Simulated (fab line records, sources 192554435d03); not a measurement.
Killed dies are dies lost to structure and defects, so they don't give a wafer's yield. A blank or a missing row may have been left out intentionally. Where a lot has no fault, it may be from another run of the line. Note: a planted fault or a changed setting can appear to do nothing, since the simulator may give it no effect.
fab line records	flow n5Finfet	part 1 of 2: steps 1 to 26 of 33
[record] lots = 5	wafers = 15	lastDay = 17
route steps=1938 shown BEOL_M11@1541
lots untouched by any fault: they come from a run of this same line in which no faults occurred
startH: hours from the record's first day to the start of the lot's first wafer shown	waitH: hours elapsed since this lot's preceding step	" same as the row above	L1.1+2: a row that stands for several wafers	- no value, or no start given	* or withheld: withheld	< > ~ a bound
route shown NAME@n: a module of which the file shows steps, and the number in the route of the first	usual: the fault-free wafers' mean and standard deviation	same: alike in all rows	chamber/n: place in a boat	sites: per-site readings	_std_site: how widely they spread, as a standard deviation	_edge_site: inner sites' mean taken away from outer sites' mean	radiusMm: for every site, how far away it sits from the centre of the wafer	mask NAME#n: copy n	behind: the most recent tool/chamber to have shaped the wafer	hold: what put the lot on hold/how long, in hours/how the hold closed	device: the n, p or np transistor that did not switch	end of line: at the end of the route, the tests of the same wafers	where a step has no rows: the recipe by itself	killed: at the first sort, the dies lost to defects and structure; wafer yield is something else	map: dies across one wafer; x = killed, . = not, _ = none there
set.NAME: the setting as run; set.NAME@STEP: as run at that earlier step	model.NAME: the simulator's own value behind a step, which no gauge read
a table for each step, a row for each wafer; lots at some steps of the route
services: from which hour (startH, from the record's first day; less than 0 if before it) a tool's chamber was out of use, for how many hours, and why
[[steps]]
[step N5_BEOL_M11_COAT_59]
[recipe] resist = SOC	tempC = 250	timeS = 60	spinRpm = 1500	resistThkNm = 100
[same] timeS = 60
lot.wafer	tool	chamber	startH	waitH
L076.1+2+5	lithoTrack-04	0	238.42	0.1
L088.3+4+6	lithoTrack-04	0	298.23	0.1
L089.1+2+6	lithoTrack-05	0	308.38	0.1
L094.4+5+6	lithoTrack-04	0	346.61	0.1
L097.1+2+3	lithoTrack-03	0	365.16	0.1
[step N5_BEOL_M11_COAT_60]
[recipe] resist = SiARC	tempC = 220	timeS = 60	spinRpm = 1500	resistThkNm = 30
[same] timeS = 60
lot.wafer	tool	chamber	startH	waitH
L076.1+2+5	lithoTrack-04	0	-	-
L088.3+4+6	lithoTrack-04	0	-	-
L089.1+2+6	lithoTrack-05	0	-	-
L094.4+5+6	lithoTrack-04	0	-	-
L097.1+2+3	lithoTrack-03	0	-	-
[step N5_BEOL_M11_COAT_05]
[recipe] resist = CAR-ArF	spinRpm = 1500	resistThkNm = 90
lot.wafer	tool	chamber	startH	waitH
L076.1+2+5	lithoTrack-04	0	-	-
L088.3+4+6	lithoTrack-04	0	-	-
L089.1+2+6	lithoTrack-05	0	-	-
L094.4+5+6	lithoTrack-04	0	-	-
L097.1+2+3	lithoTrack-03	0	-	-
[step N5_BEOL_M11_EBR_07]
[recipe] solvent = PGMEA	ebrWidthMm = 1.5
lot.wafer	tool	chamber	startH	waitH
L076.1+2+5	lithoTrack-04	0	-	-
L088.3+4+6	lithoTrack-04	0	-	-
L089.1+2+6	lithoTrack-05	0	-	-
L094.4+5+6	lithoTrack-04	0	-	-
L097.1+2+3	lithoTrack-03	0	-	-
[step N5_BEOL_M11_SOFTBAKE_06]
[recipe] tempC = 110	timeS = 60	resist = CAR-ArF
[same] timeS = 60
lot.wafer	tool	chamber	startH	waitH
L076.1+2+5	lithoTrack-04	0	-	-
L088.3+4+6	lithoTrack-04	0	-	-
L089.1+2+6	lithoTrack-05	0	-	-
L094.4+5+6	lithoTrack-04	0	-	-
L097.1+2+3	lithoTrack-03	0	-	-
[step N5_BEOL_M11_EXPOSE_08]
[recipe] maskId = M11	na = 1.35	sourceShape = dipole	sigmaInner = 0.411	sigmaOuter = 0.611	polarization = te	doseMj = 53.75
[usual] stageVelMmS = 499.96/0.19
lot.wafer	tool	chamber	startH	waitH	mask	stageVelMmS
L076.1	arfiScanner-03	0	238.54	-	M11#0	499.88
L076.2	"	0	"	"	M11#0	499.84
L076.5	"	0	"	"	M11#0	499.96
L088.3	arfiScanner-01	0	298.49	-	M11#0	500.09
L088.4	"	0	"	"	M11#0	499.82
L088.6	"	0	"	"	M11#0	500.19
L089.1	arfiScanner-03	0	308.62	-	M11#0	499.75
L089.2	"	0	"	"	M11#0	499.70
L089.6	"	0	"	"	M11#0	500.16
L094.4	arfiScanner-02	0	346.87	-	M11#0	499.93
L094.5	"	0	"	"	M11#0	500.12
L094.6	"	0	"	"	M11#0	500.25
L097.1	arfiScanner-02	0	365.41	-	M11#0	500.04
L097.2	"	0	"	"	M11#0	500.17
L097.3	"	0	"	"	M11#0	499.75
[step N5_BEOL_M11_PEB_09]
[recipe] pebTempC = withheld	pebTimeS = 60	resist = CAR-ArF
lot.wafer	tool	chamber	startH	waitH
L076.1+2+5	lithoTrack-04	0	238.60	0.1
L088.3+4+6	lithoTrack-04	0	298.53	0.0
L089.1+2+6	lithoTrack-05	0	308.68	0.1
L094.4+5+6	lithoTrack-05	0	346.91	0.0
L097.1+2+3	lithoTrack-05	0	365.47	0.1
[step N5_BEOL_M11_DEVELOP_10]
[recipe] developTimeS = 30	developer = TMAH	resist = CAR-ArF	rinseLiquid = diw	dry = airSpin	devTempC = 23
lot.wafer	tool	chamber	startH	waitH
L076.1+2+5	lithoTrack-04	0	-	-
L088.3+4+6	lithoTrack-04	0	-	-
L089.1+2+6	lithoTrack-05	0	-	-
L094.4+5+6	lithoTrack-05	0	-	-
L097.1+2+3	lithoTrack-05	0	-	-
[step N5_BEOL_M11_CD_MEAS_11]
[recipe] targetCdNm = 64.1	landingEnergyEv = 500	detector = seInlens	polarity = opening
[usual] cdNm = 64.2/0.54
lot.wafer	tool	chamber	startH	waitH	cdNm
L076.1	cdSem-03	0	238.66	-	64.3
L076.2	"	0	"	"	64.6
L076.5	"	0	"	"	64.4
L088.3	cdSem-02	0	298.60	-	64.1
L088.4	"	0	"	"	64.2
L088.6	"	0	"	"	63.7
L089.1	cdSem-02	0	308.74	-	65.0
L089.2	"	0	"	"	63.9
L089.6	"	0	"	"	64.4
L094.4	cdSem-01	0	346.98	-	65.3
L094.5	"	0	"	"	64.7
L094.6	"	0	"	"	64.4
L097.1	cdSem-01	0	365.53	-	64.3
L097.2	"	0	"	"	62.9
L097.3	"	0	"	"	64.2
[step N5_BEOL_M11_OVL_MEAS_12]
[recipe] pointsPerWafer = 44
[usual] M11_OVL = 0.0/0.89
lot.wafer	tool	chamber	startH	waitH	M11_OVL[nm]
L076.1	overlay-02	0	238.69	0.0	-0.7
L076.2	"	0	"	"	0.0
L076.5	"	0	"	"	-1.7
L088.3	overlay-01	0	298.63	0.0	0.9
L088.4	"	0	"	"	0.9
L088.6	"	0	"	"	0.3
L089.1	overlay-02	0	308.78	0.0	-0.5
L089.2	"	0	"	"	-0.9
L089.6	"	0	"	"	-0.5
L094.4	overlay-01	0	347.01	0.0	1.0
L094.5	"	0	"	"	1.3
L094.6	"	0	"	"	1.1
L097.1	overlay-01	0	365.56	0.0	-0.1
L097.2	"	0	"	"	0.2
L097.3	"	0	"	"	0.0
[step N5_BEOL_M11_INSPECT_13]
[recipe] mode = adi	inspectInstrument = brightfield
[usual] rawDefectCount = 404/94
lot.wafer	tool	chamber	startH	waitH	rawDefectCount
L076.1	defectInspect-01	-	238.72	0.0	403
L076.2	"	-	"	"	570
L076.5	"	-	"	"	387
L088.3	defectInspect-02	-	298.66	0.0	295
L088.4	"	-	"	"	310
L088.6	"	-	"	"	293
L089.1	defectInspect-02	-	308.80	0.0	424
L089.2	"	-	"	"	436
L089.6	"	-	"	"	350
L094.4	defectInspect-01	-	347.03	0.0	304
L094.5	"	-	"	"	279
L094.6	"	-	"	"	267
L097.1	defectInspect-01	-	365.59	0.0	359
L097.2	"	-	"	"	381
L097.3	"	-	"	"	364
[step N5_BEOL_M11_DESCUM_16]
[recipe] chemistry = O2	timeS = 7.9	sourcePowerW = 50	biasPowerW = 20	pressureMtorr = 20	rfFrequencyHz = 2.712e+07	tempC = 40	resist = CAR-ArF	o2FlowSccm = 225
[usual] drypumpMotorCurrentA = 5.7/0.51	oesProductAu = 0.79/0.077	rfVppV = 243.9/1.3	showerheadPlenumPTorr = 2.14/0.06	throttleValvePct = 20.34/0.23
[same] timeS = 7.9
lot.wafer	tool	chamber	startH	waitH	drypumpMotorCurrentA	oesProductAu	rfHoursCounterH	rfVppV	showerheadPlenumPTorr	throttleValvePct
L076.1	rieDiel-03	0	238.75	0.0	5.3	0.71	192	243.7	2.17	20.19
L076.2	"	2	"	"	6.0	0.72	213	243.1	2.16	20.51
L076.5	"	0	"	"	5.3	0.71	-	245.6	2.17	20.20
L088.3	rieDiel-06	3	298.69	0.0	6.2	0.87	60	244.1	2.12	19.82
L088.4	"	0	"	"	5.0	0.82	88	244.9	2.21	20.31
L088.6	"	1	"	"	5.9	0.88	-	244.1	2.13	20.19
L089.1	rieDiel-03	3	308.83	0.0	5.7	0.86	44	244.7	2.14	20.38
L089.2	"	2	"	"	6.0	0.69	238	245.7	2.15	20.54
L089.6	"	3	"	"	5.7	0.85	-	244.1	2.14	20.36
L094.4	rieDiel-06	1	347.08	0.0	5.9	0.85	-	243.5	2.12	20.21
L094.5	"	3	"	"	6.2	0.84	-	243.5	2.11	19.81
L094.6	"	0	"	"	5.0	0.78	-	245.4	2.20	20.34
L097.1	rieDiel-01	0	365.72	0.1	6.7	0.71	228	244.1	2.15	20.38
L097.2	"	2	"	"	5.4	0.90	29	244.3	2.14	20.33
L097.3	"	3	"	"	5.7	0.79	120	242.0	2.01	20.29
[step N5_BEOL_M11_ETCH_61]
[recipe] chemistry = CF4	target = SiARC	targetDepthA = 390	maskMaterial = CAR-ArF	timeS = 65	ionEnergyEv = 80	pressureMtorr = 40	sourceW = 545	biasW = 36	Ar_flow_sccm = 100	cf4FlowSccm = 100	ends = cleared
[usual] drypumpMotorCurrentA = 5.7/0.51	etchRfOnTimeS = 64.5/0.97	oesProductAu = 0.67/0.067	rfVppV = 184.6/1	showerheadPlenumPTorr = 2.18/0.057	throttleValvePct = 15.53/0.24
lot.wafer	tool	chamber	startH	waitH	drypumpMotorCurrentA	etchRfOnTimeS	oesProductAu	rfHoursCounterH	rfVppV	showerheadPlenumPTorr	throttleValvePct
L076.1	rieDiel-03	0	238.79	0.0	5.3	65.9	0.60	192	184.0	2.21	15.35
L076.2	"	2	"	"	6.0	65.4	0.61	213	183.8	2.20	15.72
L076.5	"	0	"	"	5.3	66.5	0.61	-	184.1	2.21	15.37
L088.3	rieDiel-06	3	298.72	0.0	6.2	63.0	0.74	60	184.5	2.17	15.08
L088.4	"	0	"	"	5.0	62.9	0.70	88	186.0	2.25	15.47
L088.6	"	1	"	"	5.9	63.5	0.75	-	185.9	2.17	15.34
L089.1	rieDiel-03	3	308.87	0.0	5.7	65.7	0.74	44	185.1	2.18	15.47
L089.2	"	2	"	"	6.0	65.4	0.59	238	185.5	2.20	15.79
L089.6	"	3	"	"	5.7	65.5	0.73	-	185.4	2.18	15.47
L094.4	rieDiel-06	1	347.12	0.0	5.9	63.2	0.73	-	185.2	2.17	15.38
L094.5	"	3	"	"	6.2	63.3	0.72	-	184.9	2.17	15.10
L094.6	"	0	"	"	5.0	64.0	0.68	-	184.6	2.24	15.49
L097.1	rieDiel-01	0	365.75	0.0	6.7	65.2	0.60	228	185.2	2.20	15.69
L097.2	"	2	"	"	5.4	63.4	0.77	29	184.2	2.18	15.42
L097.3	"	3	"	"	5.7	65.4	0.65	120	183.6	2.07	15.48
[step N5_BEOL_M11_ETCH_62]
[recipe] chemistry = N2/H2	target = SOC	targetDepthA = 1100	overetchA = 220	maskMaterial = SiARC	tempC = 40	timeS = 165	ionEnergyEv = 200	pressureMtorr = 30	sourceW = 840	biasW = 150	n2FlowSccm = 200	h2FlowSccm = 200
[usual] drypumpMotorCurrentA = 5.7/0.51	oesProductAu = 0.67/0.062	rfVppV = 525.2/2.2	showerheadPlenumPTorr = 2.59/0.072	throttleValvePct = 17.72/0.24
[same] timeS = 165
lot.wafer	tool	chamber	startH	waitH	drypumpMotorCurrentA	oesProductAu	rfHoursCounterH	rfVppV	showerheadPlenumPTorr	throttleValvePct
L076.1	rieDiel-03	0	238.84	0.0	5.2	0.61	192	525.8	2.63	17.57
L076.2	"	2	"	"	6.0	0.60	213	525.5	2.63	17.93
L076.5	"	0	"	"	5.3	0.61	-	525.3	2.63	17.57
L088.3	rieDiel-06	3	298.77	0.0	6.2	0.72	60	523.8	2.58	17.25
L088.4	"	0	"	"	5.0	0.69	88	527.2	2.67	17.53
L088.6	"	1	"	"	5.9	0.73	-	524.2	2.58	17.54
L089.1	rieDiel-03	3	308.92	0.0	5.7	0.73	44	525.1	2.60	17.75
L089.2	"	2	"	"	6.0	0.59	239	525.7	2.61	17.98
L089.6	"	3	"	"	5.7	0.73	-	524.5	2.60	17.77
L094.4	rieDiel-06	1	347.22	0.1	5.9	0.71	-	526.1	2.57	17.57
L094.5	"	3	"	"	6.2	0.70	-	523.1	2.57	17.26
L094.6	"	0	"	"	5.0	0.68	-	526.9	2.66	17.54
L097.1	rieDiel-01	0	365.80	0.0	6.7	0.60	228	525.5	2.61	17.82
L097.2	"	2	"	"	5.4	0.76	29	526.1	2.60	17.68
L097.3	"	3	"	"	5.7	0.66	120	522.2	2.45	17.67
[step N5_BEOL_M11_STRIP_68]
[recipe] chemistry = N2/H2	tempC = 40	n2FlowSccm = 200	h2FlowSccm = 200	rfFrequencyHz = 6e+07
lot.wafer	tool	chamber	startH	waitH
L076.1+2+5	rieDiel-03	0,2,0	238.97	0.1
L088.3+4+6	rieDiel-06	3,0,1	298.91	0.1
L089.1+2+6	rieDiel-03	3,2,3	309.05	0.1
L094.4+5+6	rieDiel-06	1,3,0	347.29	0.0
L097.1+2+3	rieDiel-01	0,2,3	365.94	0.1
[step N5_BEOL_M11_STRIP_67]
[recipe] chemistry = CF4	resist = SiARC	powerW = 300	biasPowerW = 75	pressureMtorr = 50	cf4FlowSccm = 150	rfFrequencyHz = 6e+07
[usual] drypumpMotorCurrentA = 5.7/0.51	oesProductAu = 0.78/0.073	rfVppV = 271.8/1.3	showerheadPlenumPTorr = 1.83/0.047	throttleValvePct = 13.52/0.24
lot.wafer	tool	chamber	startH	waitH	drypumpMotorCurrentA	oesProductAu	rfHoursCounterH	rfVppV	showerheadPlenumPTorr	throttleValvePct
L076.1	rieDiel-03	0	238.98	0.0	5.3	0.72	192	272.6	1.85	13.36
L076.2	"	2	"	"	6.0	0.71	213	272.6	1.85	13.75
L076.5	"	0	"	"	5.3	0.72	-	272.5	1.85	13.39
L088.3	rieDiel-06	3	298.92	0.0	6.2	0.86	60	272.2	1.82	13.08
L088.4	"	0	"	"	5.0	0.81	88	272.6	1.88	13.43
L088.6	"	1	"	"	5.9	0.87	-	270.4	1.82	13.29
L089.1	rieDiel-03	3	309.06	0.0	5.7	0.85	44	271.5	1.83	13.44
L089.2	"	2	"	"	5.9	0.69	239	271.0	1.84	13.80
L089.6	"	3	"	"	5.7	0.85	-	271.5	1.83	13.46
L094.4	rieDiel-06	1	347.31	0.0	5.9	0.85	-	272.5	1.81	13.31
L094.5	"	3	"	"	6.2	0.84	-	271.4	1.82	13.11
L094.6	"	0	"	"	5.0	0.79	-	273.0	1.88	13.47
L097.1	rieDiel-01	0	365.95	0.0	6.7	0.71	228	270.4	1.84	13.70
L097.2	"	2	"	"	5.4	0.89	29	271.1	1.83	13.35
L097.3	"	3	"	"	5.7	0.78	120	270.3	1.74	13.48
[step N5_BEOL_M11_HM_OPEN_17]
[recipe] chemistry = Cl2/BCl3	targetDepthA = 200	overetchA = 60	target = TiN	maskMaterial = SOC	ionEnergyEv = 150	pressureMtorr = 10	icpW = 1000	biasW = 126	Cl2_flow_sccm = 53.25	bcl3FlowSccm = 21.75	Ar_flow_sccm = 25
[usual] drypumpMotorCurrentA = 5.7/0.54	oes_ar_750_au = 0.82/0.066	oesProductAu = 0.70/0.055	throttleValvePct = 22.06/0.22
lot.wafer	tool	chamber	startH	waitH	drypumpMotorCurrentA	oes_ar_750_au	oesProductAu	rfHoursCounterH	throttleValvePct
L076.1	rieMetal-03	1	239.02	0.0	5.1	0.77	0.65	47	22.18
L076.2	"	0	"	"	6.5	0.85	0.72	19	21.91
L076.5	"	0	"	"	6.5	0.85	0.71	-	21.92
L088.3	rieMetal-01	0	298.99	0.1	5.5	0.86	0.73	-	21.73
L088.4	"	1	"	"	6.0	0.87	0.75	-	22.03
L088.6	"	0	"	"	5.5	0.86	0.74	-	21.74
L089.1	rieMetal-02	0	309.11	0.0	4.9	0.94	0.78	5	22.27
L089.2	"	1	"	"	5.7	0.73	0.62	55	22.38
L089.6	"	0	"	"	4.9	0.94	0.78	-	22.28
L094.4	rieMetal-03	0	347.37	0.1	6.5	0.81	0.69	-	21.92
L094.5	"	1	"	"	5.1	0.75	0.64	-	22.20
L094.6	"	0	"	"	6.5	0.82	0.68	-	21.92
L097.1	rieMetal-03	0	365.99	0.0	6.5	0.81	0.69	30	21.92
L097.2	"	1	"	"	5.1	0.74	0.65	57	22.20
L097.3	"	1	"	"	5.1	0.75	0.64	-	22.20
[step N5_BEOL_M11_STRIP_19]
[recipe] chemistry = O2	powerW = 400	tempC = 40	pressureMtorr = 30	rfFrequencyHz = 6e+07	biasPowerW = 0	overashFraction = 0.2	o2FlowSccm = 225
[usual] drypumpMotorCurrentA = 5.8/0.49	oesProductAu = 0.76/0.071	rfVppV = 3.6/0.61	showerheadPlenumPTorr = 2.15/0.054	throttleValvePct = 16.64/0.23
lot.wafer	tool	chamber	startH	waitH	drypumpMotorCurrentA	oesProductAu	rfHoursCounterH	rfVppV	showerheadPlenumPTorr	throttleValvePct
L076.1	rieDiel-03	2	239.13	0.1	6.0	0.71	213	4.5	2.17	16.77
L076.2	"	1	"	"	5.9	0.73	207	2.9	2.17	16.83
L076.5	"	1	"	"	5.9	0.73	-	4.4	2.17	16.85
L088.3	rieDiel-03	0	299.07	0.1	5.3	0.71	213	3.5	2.17	16.49
L088.4	"	2	"	"	6.0	0.70	235	4.2	2.16	16.83
L088.6	"	3	"	"	5.7	0.86	-	2.9	2.14	16.57
L089.1	rieDiel-03	2	309.23	0.1	6.0	0.68	239	4.1	2.16	16.83
L089.2	"	0	"	"	5.3	0.70	216	3.9	2.17	16.54
L089.6	"	2	"	"	5.9	0.69	-	3.4	2.16	16.85
L094.4	rieDiel-03	0	347.45	0.1	5.3	0.69	227	4.1	2.17	16.56
L094.5	"	2	"	"	6.0	0.68	-	2.9	2.15	16.85
L094.6	"	1	"	"	5.9	0.70	-	3.6	2.16	16.87
L097.1	rieDiel-06	1	366.10	0.1	5.9	0.84	65	4.1	2.12	16.44
L097.2	"	3	"	"	6.2	0.82	83	2.8	2.12	16.14
L097.3	"	0	"	"	5.0	0.79	111	3.6	2.20	16.60
[step N5_BEOL_M11_CD_MEAS_18]
[recipe] pitchNm = 140	targetCdNm = 70
[usual] cdNm = 70.1/0.58
lot.wafer	tool	chamber	startH	waitH	cdNm
L076.1	cdSem-01	-	239.20	0.0	70.3
L076.2	"	-	"	"	70.7
L076.5	"	-	"	"	70.1
L088.3	cdSem-01	-	299.14	0.1	69.7
L088.4	"	-	"	"	69.8
L088.6	"	-	"	"	69.4
L089.1	cdSem-01	-	309.29	0.0	70.7
L089.2	"	-	"	"	70.5
L089.6	"	-	"	"	69.8
L094.4	cdSem-03	-	347.52	0.1	70.9
L094.5	"	-	"	"	70.5
L094.6	"	-	"	"	70.7
L097.1	cdSem-03	-	366.17	0.0	70.2
L097.2	"	-	"	"	68.5
L097.3	"	-	"	"	70.3
[step N5_BEOL_M11_COAT_63]
[recipe] resist = SOC	tempC = 250	timeS = 60	spinRpm = 1500	resistThkNm = 100
[same] timeS = 60
lot.wafer	tool	chamber	startH	waitH
L076.1+2+5	lithoTrack-05	0	241.15	1.9
L088.3+4+6	lithoTrack-05	0	299.84	0.7
L089.1+2+6	lithoTrack-05	0	310.49	1.2
L094.4+5+6	lithoTrack-05	0	347.72	0.2
L097.1+2+3	lithoTrack-05	0	366.36	0.2
[step N5_BEOL_M11_COAT_64]
[recipe] resist = SiARC	tempC = 220	timeS = 60	spinRpm = 1500	resistThkNm = 30
[same] timeS = 60
lot.wafer	tool	chamber	startH	waitH
L076.1+2+5	lithoTrack-05	0	-	-
L088.3+4+6	lithoTrack-05	0	-	-
L089.1+2+6	lithoTrack-05	0	-	-
L094.4+5+6	lithoTrack-05	0	-	-
L097.1+2+3	lithoTrack-05	0	-	-
[step N5_BEOL_M11_COAT_22]
[recipe] resist = CAR-ArF	spinRpm = 1500	resistThkNm = 90
lot.wafer	tool	chamber	startH	waitH
L076.1+2+5	lithoTrack-05	0	-	-
L088.3+4+6	lithoTrack-05	0	-	-
L089.1+2+6	lithoTrack-05	0	-	-
L094.4+5+6	lithoTrack-05	0	-	-
L097.1+2+3	lithoTrack-05	0	-	-
[step N5_BEOL_M11_EBR_24]
[recipe] solvent = PGMEA	ebrWidthMm = 1.5
lot.wafer	tool	chamber	startH	waitH
L076.1+2+5	lithoTrack-05	0	-	-
L088.3+4+6	lithoTrack-05	0	-	-
L089.1+2+6	lithoTrack-05	0	-	-
L094.4+5+6	lithoTrack-05	0	-	-
L097.1+2+3	lithoTrack-05	0	-	-
[step N5_BEOL_M11_SOFTBAKE_23]
[recipe] tempC = 110	timeS = 60	resist = CAR-ArF
[same] timeS = 60
lot.wafer	tool	chamber	startH	waitH
L076.1+2+5	lithoTrack-05	0	-	-
L088.3+4+6	lithoTrack-05	0	-	-
L089.1+2+6	lithoTrack-05	0	-	-
L094.4+5+6	lithoTrack-05	0	-	-
L097.1+2+3	lithoTrack-05	0	-	-
[step N5_BEOL_M11_EXPOSE_25]
[recipe] maskId = V10	na = 1.35	sourceShape = annular	sigmaInner = 0.5	sigmaOuter = 0.8	polarization = unpolarized	doseMj = 85.5
[usual] stageVelMmS = 499.91/0.25
lot.wafer	tool	chamber	startH	waitH	mask	stageVelMmS
L076.1	arfiScanner-01	0	241.39	-	V10#0	500.08
L076.2	"	0	"	"	V10#0	499.97
L076.5	"	0	"	"	V10#0	499.82
L088.3	arfiScanner-03	0	300.10	-	V10#0	499.53
L088.4	"	0	"	"	V10#0	499.57
L088.6	"	0	"	"	V10#0	499.64
L089.1	arfiScanner-02	0	310.61	-	V10#0	500.00
L089.2	"	0	"	"	V10#0	499.51
L089.6	"	0	"	"	V10#0	499.92
L094.4	arfiScanner-01	0	347.86	-	V10#0	500.04
L094.5	"	0	"	"	V10#0	500.22
L094.6	"	0	"	"	V10#0	500.42
L097.1	arfiScanner-03	0	366.60	-	V10#0	499.83
L097.2	"	0	"	"	V10#0	499.73
L097.3	"	0	"	"	V10#0	500.08
[step N5_BEOL_M11_PEB_26]
[recipe] pebTempC = withheld	pebTimeS = 60	resist = CAR-ArF
lot.wafer	tool	chamber	startH	waitH
L076.1+2+5	lithoTrack-03	0	241.45	0.1
L088.3+4+6	lithoTrack-04	0	300.15	0.0
L089.1+2+6	lithoTrack-04	0	310.68	0.1
L094.4+5+6	lithoTrack-04	0	347.90	0.0
L097.1+2+3	lithoTrack-05	0	366.67	0.1
